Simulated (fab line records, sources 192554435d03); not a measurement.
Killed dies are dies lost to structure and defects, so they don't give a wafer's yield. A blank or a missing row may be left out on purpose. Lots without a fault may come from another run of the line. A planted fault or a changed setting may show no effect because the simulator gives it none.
Split-lot experiment | flow n5_finfet | 7 lots, 39 wafers read, on a route of 1938 steps

THE SPLIT
At N5_SD_EPI_N_ETCH_45 (etches SiOCN in CH3F/O2, target depth 6 nm), the setting target_depth_a was moved away from the recipe's 60 angstrom on 18 of the 39 wafers read, by -46.7% to +25.3%. The other wafers ran this setting at the recipe's value.

The reading is taken at the split's own step.

THE READING
etch.depth_nm (the simulator's own value, which no gauge read), in nm, at N5_SD_EPI_N_ETCH_45 (etches SiOCN in CH3F/O2, target depth 6 nm). The file gives no usual value for it. The 21 wafers here that ran the recipe average 5.997 nm, standard deviation 0.087 nm.

wafer  | tool, chamber at the split | target_depth_a as run, angstrom | against the recipe | etch.depth_nm, nm | against lot-mates on the recipe
L080.1 | rie_diel-02, 1             | 60                              | recipe             | 5.952             | -
L080.2 | rie_diel-02, 2             | 31.98                           | -46.7%             | 3.253             | -2.634
L080.3 | rie_diel-02, 3             | 31.98                           | -46.7%             | 3.115             | -2.772
L080.4 | rie_diel-02, 0             | 31.98                           | -46.7%             | 3.128             | -2.759
L080.5 | rie_diel-02, 0             | 60                              | recipe             | 5.859             | -
L080.6 | rie_diel-02, 3             | 60                              | recipe             | 5.851             | -
L081.1 | rie_diel-04, 3             | 60                              | recipe             | 6.054             | -
L081.2 | rie_diel-04, 1             | 33.55                           | -44.1%             | 3.314             | -2.686
L081.3 | rie_diel-04, 0             | 60                              | recipe             | 5.99              | -
L081.4 | rie_diel-04, 2             | 33.55                           | -44.1%             | 3.424             | -2.576
L081.5 | rie_diel-04, 1             | 60                              | recipe             | 5.955             | -
L081.6 | rie_diel-04, 2             | 33.55                           | -44.1%             | 3.403             | -2.597
L083.1 | rie_diel-06, 3             | 50.23                           | -16.3%             | 5.106             | -0.883
L083.2 | rie_diel-06, 1             | 60                              | recipe             | 6.011             | -
L083.3 | rie_diel-06, 2             | 60                              | recipe             | 5.945             | -
L083.4 | rie_diel-06, 0             | 50.23                           | -16.3%             | 5.011             | -0.978
L083.5 | rie_diel-06, 1             | 50.23                           | -16.3%             | 5.035             | -0.954
L083.6 | rie_diel-06, 0             | 60                              | recipe             | 6.012             | -
L085.1 | rie_diel-04, 3             | 60                              | recipe             | 6.015             | -
L085.2 | rie_diel-04, 0             | 60                              | recipe             | 5.933             | -
L085.3 | rie_diel-04, 2             | 34.54                           | -42.4%             | 3.477             | -2.481
L085.4 | rie_diel-04, 2             | 34.54                           | -42.4%             | 3.495             | -2.463
L085.5 | rie_diel-04, 0             | 60                              | recipe             | 5.925             | -
L085.6 | rie_diel-04, 3             | 34.54                           | -42.4%             | 3.485             | -2.473
L087.1 | rie_diel-06, 2             | 69.55                           | +15.9%             | 6.94              | +0.812
L087.2 | rie_diel-06, 1             | 60                              | recipe             | 6.05              | -
L087.3 | rie_diel-06, 0             | 69.55                           | +15.9%             | 6.944             | +0.816
L087.4 | rie_diel-06, 3             | 60                              | recipe             | 6.156             | -
L087.5 | rie_diel-06, 3             | 60                              | recipe             | 6.179             | -
L087.6 | rie_diel-06, 0             | 69.55                           | +15.9%             | 6.96              | +0.832
L091.1 | rie_diel-04, 1             | 60                              | recipe             | 5.918             | -
L091.2 | rie_diel-04, 3             | 60                              | recipe             | 6.099             | -
L091.3 | rie_diel-04, 2             | 75.15                           | +25.3%             | 7.639             | +1.594
L091.4 | rie_diel-04, 2             | 60                              | recipe             | 6.117             | -
L091.5 | rie_diel-04, 3             | 75.15                           | +25.3%             | 7.603             | +1.558
L091.6 | rie_diel-04, 1             | 75.15                           | +25.3%             | 7.434             | +1.389
L092.1 | rie_diel-04, 0             | 60                              | recipe             | 5.991             | -
L092.4 | rie_diel-04, 0             | 60                              | recipe             | 5.916             | -
L092.6 | rie_diel-04, 2             | 60                              | recipe             | 6.009             | -

THE FIT
A straight line over all 39 wafers: etch.depth_nm changes by +0.06 nm for each +1% of target_depth_a; r = +1.00; the points scatter about the line by 0.078 nm.
The same after taking each lot's own level away (the mean of its wafers on the recipe; 39 wafers): +0.0584 nm for each +1%; r = +1.00; scatter 0.064 nm.
On that fit, the largest move of target_depth_a shifts the reading by 2.7 nm.
The lots' own levels span 5.8873 to 6.1283 nm, that is 2.8 times the standard deviation above.
So the lot-to-lot level changes the slope little: the two slopes agree.
Check: with one of the wafers moved furthest among these (-46.7%) left out of the fit, the line predicts -2.74 nm for it against its lot-mates. It came out at -2.63 nm against them.

OTHER SPLITS ON THESE WAFERS
These wafers also went through other splits before the reading. Each is held against what the fit with the lots' levels taken away leaves over:
other split on the same wafers | wafers away from the commonest value | r with etch.depth_nm (lot level and that fit taken away)
N5_FIN_SAQP_ETCH_65 time_s     | 12                                   | -0.07

THE FILE'S OWN FIT
etch.depth_nm changes by +0.0585 nm for each +1% of target_depth_a, r = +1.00.
